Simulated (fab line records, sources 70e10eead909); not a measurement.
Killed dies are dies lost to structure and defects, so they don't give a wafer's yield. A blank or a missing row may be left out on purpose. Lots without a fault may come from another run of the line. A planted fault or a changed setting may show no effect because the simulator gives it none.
Which tool did it? | flow nand_harc | 21 lots, 63 wafers sampled, at 6 steps of a route of 1159

WHAT THE GAUGES READ, wafer by wafer
The record holds no reading of a measuring or inspecting step that can be judged against a usual standard deviation.

WHICH TOOL RAN EACH LOT (tool, then ch and the chambers of the sampled wafers, then the start)
lot  | NHARC_A_SGD_CUT_ETCH_59                       | NHARC_A_SLIT_ETCH_15                          | NHARC_A_SLIT_ETCH_29               | NHARC_A_WL_FILL_ALD_02              | NHARC_A_WL_FILL_ETCHBACK_16                   | NHARC_A_WL_FILL_CMP_12
L074 | rie_diel-06 ch 0,1,2, day 14 23:19 or earlier | rie_diel-07 ch 1,2,3, day 14 23:19 or earlier | rie_diel-13 ch 1,2,3, day 14 23:19 | ald_metal-04 ch 0,1,2, day 15 08:28 | rie_diel-10 ch 1,2, day 16 16:17 or earlier   | cmp-03 ch 1,3, day 16 16:17
L077 | rie_diel-11 ch 0,1,2, day 15 09:09 or earlier | rie_diel-13 ch 0,2,3, day 15 09:09 or earlier | rie_diel-08 ch 0,1,2, day 15 09:09 | ald_metal-02 ch 1,2,3, day 15 17:50 | rie_diel-09 ch 1,2,3, day 16 21:14 or earlier | cmp-03 ch 1,2,3, day 16 21:14
L078 | rie_diel-01 ch 0,2,3, day 15 10:50 or earlier | rie_diel-07 ch 0,2,3, day 15 10:50 or earlier | rie_diel-07 ch 0,1,3, day 15 10:50 | ald_metal-04 ch 1,2,3, day 15 18:00 | rie_diel-10 ch 1,2,3, day 17 06:33 or earlier | cmp-03 ch 0,1,3, day 17 06:33
L076 | rie_diel-06 ch 0,1, day 15 10:26 or earlier   | rie_diel-08 ch 0,3, day 15 10:26 or earlier   | rie_diel-08 ch 0,1,2, day 15 10:26 | ald_metal-03 ch 0,1,3, day 15 17:52 | rie_diel-03 ch 1,2,3, day 16 21:29 or earlier | cmp-01 ch 0,1, day 16 21:29
L081 | rie_diel-06 ch 1,2, day 15 22:38 or earlier   | rie_diel-08 ch 0,2,3, day 15 22:38 or earlier | rie_diel-07 ch 0,1, day 15 22:38   | ald_metal-04 ch 0,1,2, day 16 08:00 | rie_diel-03 ch 2,3, day 17 18:23 or earlier   | cmp-01 ch 1,3, day 17 18:23
L079 | rie_diel-06 ch 0,1,3, day 16 07:07 or earlier | rie_diel-07 ch 0,1,2, day 16 07:07 or earlier | rie_diel-07 ch 0,1,2, day 16 07:07 | ald_metal-03 ch 1,2,3, day 16 16:26 | rie_diel-10 ch 0,2,3, day 18 02:46 or earlier | cmp-02 ch 0,1,3, day 18 02:46
L082 | rie_diel-01 ch 0,1,3, day 16 17:49 or earlier | rie_diel-07 ch 0,1,3, day 16 17:49 or earlier | rie_diel-07 ch 0,2, day 16 17:49   | ald_metal-02 ch 0,1,3, day 17 01:43 | rie_diel-03 ch 1,3, day 18 11:52 or earlier   | cmp-02 ch 0,1,2, day 18 11:52
L083 | rie_diel-11 ch 1,2,3, day 16 16:49 or earlier | rie_diel-13 ch 1,2,3, day 16 16:49 or earlier | rie_diel-08 ch 0,2,3, day 16 16:49 | ald_metal-03 ch 0,2,3, day 17 01:52 | rie_diel-09 ch 0,2, day 18 11:19 or earlier   | cmp-02 ch 1,2,3, day 18 11:19
L084 | rie_diel-01 ch 0,1,3, day 17 05:40 or earlier | rie_diel-13 ch 2,3, day 17 05:40 or earlier   | rie_diel-07 ch 1,2,3, day 17 05:40 | ald_metal-03 ch 1,2,3, day 17 14:34 | rie_diel-10 ch 0,1,2, day 18 20:37 or earlier | cmp-01 ch 0,2, day 18 20:37
L085 | rie_diel-06 ch 0,1,3, day 17 16:52 or earlier | rie_diel-13 ch 0,3, day 17 16:52 or earlier   | rie_diel-07 ch 1,2,3, day 17 16:52 | ald_metal-03 ch 1,2,3, day 18 03:07 | rie_diel-03 ch 1,3, day 19 03:57 or earlier   | cmp-03 ch 0,2,3, day 19 03:57
L087 | rie_diel-11 ch 0,3, day 18 02:50 or earlier   | rie_diel-08 ch 0,2, day 18 02:50 or earlier   | rie_diel-08 ch 1,2,3, day 18 02:50 | ald_metal-02 ch 0,2, day 18 11:41   | rie_diel-10 ch 0,1, day 19 12:52 or earlier   | cmp-02 ch 0,2, day 19 12:52
L086 | rie_diel-06 ch 0,1,3, day 18 04:37 or earlier | rie_diel-13 ch 0,2,3, day 18 04:37 or earlier | rie_diel-13 ch 0,1,2, day 18 04:37 | ald_metal-03 ch 0,1,3, day 18 11:50 | rie_diel-03 ch 1,3, day 19 12:57 or earlier   | cmp-03 ch 0,1, day 19 12:57
L089 | rie_diel-06 ch 0,2,3, day 18 18:47 or earlier | rie_diel-07 ch 0,2,3, day 18 18:47 or earlier | rie_diel-08 ch 0,2,3, day 18 18:47 | ald_metal-04 ch 0,2,3, day 19 02:04 | rie_diel-03 ch 1,2,3, day 20 07:26 or earlier | cmp-01 ch 0,1,3, day 20 07:26
L090 | rie_diel-01 ch 1,2, day 18 17:06 or earlier   | rie_diel-13 ch 0,1, day 18 17:06 or earlier   | rie_diel-13 ch 0,3, day 18 17:06   | ald_metal-03 ch 0,2,3, day 19 02:01 | rie_diel-10 ch 0,1,2, day 20 07:26 or earlier | cmp-02 ch 0,2,3, day 20 07:26
L091 | rie_diel-11 ch 0,3, day 19 01:13 or earlier   | rie_diel-07 ch 0,3, day 19 01:13 or earlier   | rie_diel-13 ch 0,1,3, day 19 01:13 | ald_metal-02 ch 0,1,2, day 19 08:17 | rie_diel-09 ch 0,2,3, day 20 18:57 or earlier | cmp-03 ch 0,1,3, day 20 18:57
L094 | rie_diel-11 ch 0,2, day 18 23:31 or earlier   | rie_diel-08 ch 0,1,2, day 18 23:31 or earlier | rie_diel-08 ch 0,1,2, day 18 23:31 | ald_metal-03 ch 0,2,3, day 19 08:25 | rie_diel-03 ch 1,2, day 20 21:15 or earlier   | cmp-03 ch 0,3, day 20 21:15
L092 | rie_diel-01 ch 0,1,3, day 19 05:55 or earlier | rie_diel-08 ch 1,2, day 19 05:55 or earlier   | rie_diel-07 ch 1,3, day 19 05:55   | ald_metal-02 ch 0,2,3, day 19 14:50 | rie_diel-03 ch 1,2,3, day 21 02:22 or earlier | cmp-03 ch 1,2,3, day 21 02:22
L093 | rie_diel-11 ch 1,2,3, day 19 05:49 or earlier | rie_diel-13 ch 0,1,3, day 19 05:49 or earlier | rie_diel-08 ch 0,2, day 19 05:49   | ald_metal-03 ch 0,1,3, day 19 14:49 | rie_diel-09 ch 1,2, day 21 06:46 or earlier   | cmp-03 ch 0,1,3, day 21 06:46
L097 | rie_diel-06 ch 0,2,3, day 20 01:18 or earlier | rie_diel-08 ch 0,1,3, day 20 01:18 or earlier | rie_diel-07 ch 1,2, day 20 01:18   | ald_metal-02 ch 1,3, day 20 10:05   | rie_diel-10 ch 1,2,3, day 21 17:23 or earlier | cmp-01 ch 0,1,3, day 21 17:23
L096 | rie_diel-11 ch 0,1,3, day 20 02:56 or earlier | rie_diel-08 ch 0,2,3, day 20 02:56 or earlier | rie_diel-08 ch 0,1, day 20 02:56   | ald_metal-03 ch 1,3, day 20 10:16   | rie_diel-09 ch 0,2,3, day 21 16:22 or earlier | cmp-01 ch 0,1,2, day 21 16:22
L095 | rie_diel-11 ch 0,3, day 20 01:18 or earlier   | rie_diel-07 ch 2,3, day 20 01:18 or earlier   | rie_diel-08 ch 0,1, day 20 01:18   | ald_metal-04 ch 0,2, day 20 10:26   | rie_diel-09 ch 0,1,2, day 21 20:37 or earlier | cmp-01 ch 0,1,3, day 21 20:37
- NHARC_A_SGD_CUT_ETCH_59: etches the open film in N2/H2, target depth 260 nm, time 406.25 s.
- NHARC_A_SLIT_ETCH_15: etches the open film in O2/COS, target depth 3200 nm, time 832 s.
- NHARC_A_SLIT_ETCH_29: etches the open film in CF4/O2, target depth 100 nm, overetch 10 nm, time 55 s.
- NHARC_A_WL_FILL_ALD_02: deposits TiN, target thk 2 nm, pulse time 3 s, ald cycles 100.
- NHARC_A_WL_FILL_ETCHBACK_16: etches the open film in C4F8/O2/Ar, target depth 88 nm, time 17.6 s.
- NHARC_A_WL_FILL_CMP_12: polishes, t overpolish 30 s, target thk 75 nm.

WHAT THE TOOLS THEMSELVES READ (means of the sampled wafers that have a number; where no wafer has one, the mark that the record gives instead)
NHARC_A_SGD_CUT_ETCH_59. Usual: drypump_motor_current_A 5.9 A, standard deviation 0.53; oes_product_au 1.000 a.u., standard deviation 0.0073; rf_fwd_power_W 399.2 W, standard deviation 1.2; rf_vpp_V 431.0 V, standard deviation 2.3; showerhead_plenum_p_Torr 2.06 Torr, standard deviation 0.079; throttle_valve_pct 14.171 %, standard deviation 0.0092.
lot  | tool        | drypump_motor_current_A (A) | oes_product_au (a.u.) | rf_fwd_power_W (W) | rf_vpp_V (V) | showerhead_plenum_p_Torr (Torr) | throttle_valve_pct (%) | flag
L074 | rie_diel-06 | 5.9                         | 0.993                 | 400.1              | 430.6        | 2.03                            | 14.176                 |
L077 | rie_diel-11 | 6.3                         | 0.996                 | 400.1              | 431.7        | 2.06                            | 14.172                 |
L078 | rie_diel-01 | 6.0                         | 1.008                 | 399.2              | 433.3        | 2.11                            | 14.173                 |
L076 | rie_diel-06 | 5.7                         | 1.003                 | 399.4              | 428.6        | 1.96                            | 14.175                 |
L081 | rie_diel-06 | 6.1                         | 1.001                 | 399.2              | 432.2        | 2.09                            | 14.178                 |
L079 | rie_diel-06 | 5.5                         | 1.004                 | 399.6              | 428.9        | 1.99                            | 14.166                 |
L082 | rie_diel-01 | 6.3                         | 1.002                 | 399.6              | 433.1        | 2.11                            | 14.172                 |
L083 | rie_diel-11 | 6.0                         | 0.991                 | 398.3              | 431.9        | 2.07                            | 14.174                 |
L084 | rie_diel-01 | 6.4                         | 1.001                 | 398.3              | 432.3        | 2.11                            | 14.176                 |
L085 | rie_diel-06 | 5.6                         | 1.000                 | 399.4              | 429.4        | 1.99                            | 14.180                 |
L087 | rie_diel-11 | 6.1                         | 0.993                 | 399.6              | 429.3        | 1.96                            | 14.180                 |
L086 | rie_diel-06 | 5.6                         | 1.009                 | 398.9              | 428.5        | 1.99                            | 14.171                 |
L089 | rie_diel-06 | 5.9                         | 0.997                 | 399.0              | 429.1        | 2.03                            | 14.173                 |
L090 | rie_diel-01 | 5.2                         | 0.994                 | 397.6              | 434.1        | 2.15                            | 14.173                 |
L091 | rie_diel-11 | 6.1                         | 0.994                 | 398.0              | 428.9        | 1.96                            | 14.172                 |
L094 | rie_diel-11 | 6.1                         | 0.999                 | 398.5              | 430.8        | 2.08                            | 14.173                 |
L092 | rie_diel-01 | 6.3                         | 1.006                 | 398.8              | 432.2        | 2.11                            | 14.180                 |
L093 | rie_diel-11 | 6.0                         | 0.989                 | 399.8              | 430.6        | 2.07                            | 14.178                 |
L097 | rie_diel-06 | 5.9                         | 0.995                 | 398.5              | 430.3        | 2.03                            | 14.169                 |
L096 | rie_diel-11 | 6.1                         | 1.000                 | 400.3              | 430.6        | 2.00                            | 14.176                 |
L095 | rie_diel-11 | 6.1                         | 0.996                 | 397.9              | 428.2        | 1.96                            | 14.168                 |

NHARC_A_SLIT_ETCH_15. Usual: drypump_motor_current_A 5.9 A, standard deviation 0.42; oes_product_au 0.999 a.u., standard deviation 0.0071; rf_fwd_power_W 499.6 W, standard deviation 1.5; rf_vpp_V 314.8 V, standard deviation 1.9; showerhead_plenum_p_Torr 3.17 Torr, standard deviation 0.12; throttle_valve_pct 28.330 %, standard deviation 0.0096.
lot  | tool        | drypump_motor_current_A (A) | oes_product_au (a.u.) | rf_fwd_power_W (W) | rf_vpp_V (V) | showerhead_plenum_p_Torr (Torr) | throttle_valve_pct (%) | flag
L074 | rie_diel-07 | 5.8                         | 0.999                 | 500.3              | 315.2        | 3.23                            | 28.334                 |
L077 | rie_diel-13 | 6.0                         | 0.992                 | 499.4              | 313.5        | 3.11                            | 28.330                 |
L078 | rie_diel-07 | 5.6                         | 1.002                 | 500.3              | 314.2        | 3.12                            | 28.334                 |
L076 | rie_diel-08 | 6.1                         | 0.999                 | 499.6              | 316.0        | 3.25                            | 28.331                 |
L081 | rie_diel-08 | 5.9                         | 0.997                 | 500.4              | 316.5        | 3.21                            | 28.321                 |
L079 | rie_diel-07 | 5.5                         | 0.997                 | 500.6              | 314.5        | 3.18                            | 28.323                 |
L082 | rie_diel-07 | 5.4                         | 0.997                 | 498.9              | 314.2        | 3.17                            | 28.334                 |
L083 | rie_diel-13 | 5.8                         | 0.997                 | 499.7              | 314.3        | 3.12                            | 28.332                 |
L084 | rie_diel-13 | 5.9                         | 0.999                 | 500.1              | 312.6        | 3.05                            | 28.340                 |
L085 | rie_diel-13 | 6.1                         | 1.009                 | 500.1              | 314.5        | 3.17                            | 28.326                 |
L087 | rie_diel-08 | 5.8                         | 1.003                 | 500.6              | 315.1        | 3.18                            | 28.339                 |
L086 | rie_diel-13 | 6.0                         | 0.997                 | 499.0              | 313.8        | 3.11                            | 28.330                 |
L089 | rie_diel-07 | 5.6                         | 1.000                 | 500.5              | 314.7        | 3.12                            | 28.340                 |
L090 | rie_diel-13 | 5.8                         | 1.006                 | 496.5              | 314.5        | 3.12                            | 28.330                 |
L091 | rie_diel-07 | 5.1                         | 0.994                 | 499.5              | 313.5        | 3.07                            | 28.330                 |
L094 | rie_diel-08 | 6.2                         | 0.991                 | 500.0              | 314.6        | 3.19                            | 28.317                 |
L092 | rie_diel-08 | 6.0                         | 1.002                 | 499.6              | 316.4        | 3.25                            | 28.330                 |
L093 | rie_diel-13 | 5.9                         | 1.001                 | 500.6              | 314.7        | 3.17                            | 28.326                 |
L097 | rie_diel-08 | 6.3                         | 1.003                 | 498.9              | 316.3        | 3.22                            | 28.337                 |
L096 | rie_diel-08 | 5.9                         | 1.007                 | 499.9              | 315.3        | 3.21                            | 28.325                 |
L095 | rie_diel-07 | 5.9                         | 0.991                 | 500.2              | 314.0        | 3.16                            | 28.328                 |

NHARC_A_SLIT_ETCH_29. Usual: drypump_motor_current_A 5.9 A, standard deviation 0.44; oes_product_au 0.999 a.u., standard deviation 0.0075; rf_fwd_power_W 297.1 W, standard deviation 1.1; rf_vpp_V 198.6 V, standard deviation 1.4; showerhead_plenum_p_Torr 1.36 Torr, standard deviation 0.052; throttle_valve_pct 13.396 %, standard deviation 0.0084.
lot  | tool        | drypump_motor_current_A (A) | oes_product_au (a.u.) | rf_fwd_power_W (W) | rf_vpp_V (V) | showerhead_plenum_p_Torr (Torr) | throttle_valve_pct (%) | flag
L074 | rie_diel-13 | 5.8                         | 0.998                 | 297.8              | 198.5        | 1.33                            | 13.404                 |
L077 | rie_diel-08 | 6.2                         | 1.000                 | 296.8              | 199.1        | 1.37                            | 13.397                 |
L078 | rie_diel-07 | 5.4                         | 1.003                 | 297.3              | 198.8        | 1.36                            | 13.395                 |
L076 | rie_diel-08 | 6.2                         | 0.995                 | 298.2              | 198.9        | 1.37                            | 13.392                 |
L081 | rie_diel-07 | 5.1                         | 1.000                 | 296.6              | 197.5        | 1.34                            | 13.398                 |
L079 | rie_diel-07 | 5.5                         | 1.003                 | 296.4              | 198.5        | 1.36                            | 13.391                 |
L082 | rie_diel-07 | 5.7                         | 0.997                 | 296.0              | 198.1        | 1.34                            | 13.396                 |
L083 | rie_diel-08 | 5.9                         | 0.991                 | 296.8              | 198.9        | 1.38                            | 13.390                 |
L084 | rie_diel-07 | 5.8                         | 0.987                 | 297.1              | 199.1        | 1.38                            | 13.395                 |
L085 | rie_diel-07 | 5.8                         | 0.997                 | 296.4              | 198.5        | 1.38                            | 13.397                 |
L087 | rie_diel-08 | 6.1                         | 1.010                 | 296.5              | 200.1        | 1.40                            | 13.395                 |
L086 | rie_diel-13 | 6.0                         | 0.998                 | 297.7              | 197.2        | 1.31                            | 13.406                 |
L089 | rie_diel-08 | 5.9                         | 1.002                 | 296.8              | 199.0        | 1.38                            | 13.397                 |
L090 | rie_diel-13 | 6.0                         | 1.002                 | 296.7              | 197.8        | 1.38                            | 13.403                 |
L091 | rie_diel-13 | 5.9                         | 0.994                 | 298.3              | 197.4        | 1.36                            | 13.393                 |
L094 | rie_diel-08 | 6.2                         | 0.995                 | 296.6              | 199.0        | 1.36                            | 13.390                 |
L092 | rie_diel-07 | 5.7                         | 1.001                 | 296.9              | 199.6        | 1.40                            | 13.405                 |
L093 | rie_diel-08 | 6.1                         | 0.997                 | 296.7              | 197.4        | 1.34                            | 13.396                 |
L097 | rie_diel-07 | 5.9                         | 1.007                 | 297.2              | 199.4        | 1.38                            | 13.398                 |
L096 | rie_diel-08 | 6.5                         | 0.998                 | 296.2              | 198.2        | 1.36                            | 13.391                 |
L095 | rie_diel-08 | 6.4                         | 1.001                 | 296.9              | 197.4        | 1.34                            | 13.403                 |

NHARC_A_WL_FILL_ALD_02. Usual: heater_power_w 1109 W, standard deviation 78; precursor_pulse_height_rel 1.000, standard deviation 0.02.
lot  | tool         | heater_power_w (W) | precursor_pulse_height_rel | flag
L074 | ald_metal-04 | 1193               | 0.987                      |
L077 | ald_metal-02 | 1090               | 1.027                      |
L078 | ald_metal-04 | 1101               | 0.993                      |
L076 | ald_metal-03 | 1090               | 1.004                      |
L081 | ald_metal-04 | 1188               | 0.991                      |
L079 | ald_metal-03 | 1108               | 0.992                      |
L082 | ald_metal-02 | 1024               | 0.993                      |
L083 | ald_metal-03 | 1103               | 0.980                      |
L084 | ald_metal-03 | 1080               | 0.980                      |
L085 | ald_metal-03 | 1113               | 0.996                      |
L087 | ald_metal-02 | 1115               | 0.996                      |
L086 | ald_metal-03 | 1090               | 1.006                      |
L089 | ald_metal-04 | 1177               | 1.002                      |
L090 | ald_metal-03 | 1123               | 0.986                      |
L091 | ald_metal-02 | 1120               | 1.007                      |
L094 | ald_metal-03 | 1113               | 1.002                      |
L092 | ald_metal-02 | 1115               | 1.008                      |
L093 | ald_metal-03 | 1074               | 0.993                      |
L097 | ald_metal-02 | 1016               | 1.009                      |
L096 | ald_metal-03 | 1081               | 0.995                      |
L095 | ald_metal-04 | 1221               | 1.001                      |

NHARC_A_WL_FILL_ETCHBACK_16. Usual: oes_product_au 0.984 a.u., standard deviation 0.026; rf_fwd_power_W 589 W, standard deviation 3.1; rf_vpp_V 722 V, standard deviation 3.3.
lot  | tool        | oes_product_au (a.u.) | rf_fwd_power_W (W) | rf_vpp_V (V) | flag
L074 | rie_diel-10 | 1.003                 | 592                | 720          |
L077 | rie_diel-09 | 0.997                 | 589                | 722          |
L078 | rie_diel-10 | 0.999                 | 589                | 720          |
L076 | rie_diel-03 | 0.995                 | 589                | 725          |
L081 | rie_diel-03 | 0.993                 | 587                | 725          |
L079 | rie_diel-10 | 0.967                 | 589                | 720          |
L082 | rie_diel-03 | 0.997                 | 589                | 725          |
L083 | rie_diel-09 | 0.927                 | 590                | 720          |
L084 | rie_diel-10 | 0.975                 | 590                | 721          |
L085 | rie_diel-03 | 0.996                 | 591                | 726          |
L087 | rie_diel-10 | 0.989                 | 589                | 722          |
L086 | rie_diel-03 | 0.997                 | 587                | 725          |
L089 | rie_diel-03 | 0.914                 | 587                | 725          |
L090 | rie_diel-10 | 0.992                 | 589                | 723          |
L091 | rie_diel-09 | 0.997                 | 589                | 720          |
L094 | rie_diel-03 | 0.988                 | 588                | 723          |
L092 | rie_diel-03 | 1.006                 | 589                | 725          |
L093 | rie_diel-09 | 0.927                 | 590                | 725          |
L097 | rie_diel-10 | 0.999                 | 591                | 720          |
L096 | rie_diel-09 | 0.991                 | 590                | 718          |
L095 | rie_diel-09 | 0.999                 | 588                | 722          |

NHARC_A_WL_FILL_CMP_12. Usual: edge_zone_pressure_frac 1.000, standard deviation 0.0048; motor_current_A 12.0 A, standard deviation 0.82; overpolish_run_s 30.000 s, standard deviation 0.0092; time_to_endpoint_s 14.0 s, standard deviation 1.9.
lot  | tool   | edge_zone_pressure_frac | motor_current_A (A) | overpolish_run_s (s) | time_to_endpoint_s (s) | flag
L074 | cmp-03 | 0.998                   | 11.9                | 30.005               | 15.1                   |
L077 | cmp-03 | 0.998                   | 11.9                | 30.005               | 16.1                   |
L078 | cmp-03 | 1.003                   | 12.1                | 29.998               | 14.5                   |
L076 | cmp-01 | 0.999                   | 11.5                | 29.998               | 13.8                   |
L081 | cmp-01 | 1.005                   | 11.7                | 29.991               | 13.0                   |
L079 | cmp-02 | 1.000                   | 12.5                | 30.002               | 10.8                   |
L082 | cmp-02 | 1.000                   | 12.6                | 30.002               | 14.4                   |
L083 | cmp-02 | 0.997                   | 11.8                | 29.990               | 13.1                   |
L084 | cmp-01 | 1.000                   | 11.6                | 29.999               | 15.7                   |
L085 | cmp-03 | 1.005                   | 12.7                | 29.988               | 12.6                   |
L087 | cmp-02 | 1.004                   | 11.9                | 29.996               | 13.7                   |
L086 | cmp-03 | 1.001                   | 11.7                | 29.986               | 12.5                   |
L089 | cmp-01 | 0.997                   | 11.6                | 30.009               | 14.0                   |
L090 | cmp-02 | 0.997                   | 12.0                | 30.006               | 17.1                   |
L091 | cmp-03 | 1.004                   | 12.5                | 29.998               | 14.3                   |
L094 | cmp-03 | 0.998                   | 12.5                | 30.001               | 12.5                   |
L092 | cmp-03 | 1.007                   | 11.8                | 29.992               | 14.8                   |
L093 | cmp-03 | 0.997                   | 11.8                | 30.008               | 14.3                   |
L097 | cmp-01 | 1.003                   | 11.6                | 30.007               | 13.7                   |
L096 | cmp-01 | 1.002                   | 11.7                | 29.998               | 13.2                   |
L095 | cmp-01 | 1.006                   | 11.7                | 30.003               | 12.3                   |

THE ANSWER, worked out from the rows above alone
Rule: a lot is off if the mean of its wafers that have a number lies more than 3 standard deviations from the usual mean. A lot without any number at a reading at which 4 lots or more have one is off too. The other lots that the step has rows for count as sound. The gauges are gone through in route order, then the tools' own readings, and for those a lot's mean is taken as printed above. The first step at which some lot is off is used, and at that step the reading that is off furthest; a lot without a number counts as furthest.
No lot is off at any reading shown: from this, nothing can be told.

WHAT THE SIMULATOR HAD PUT IN
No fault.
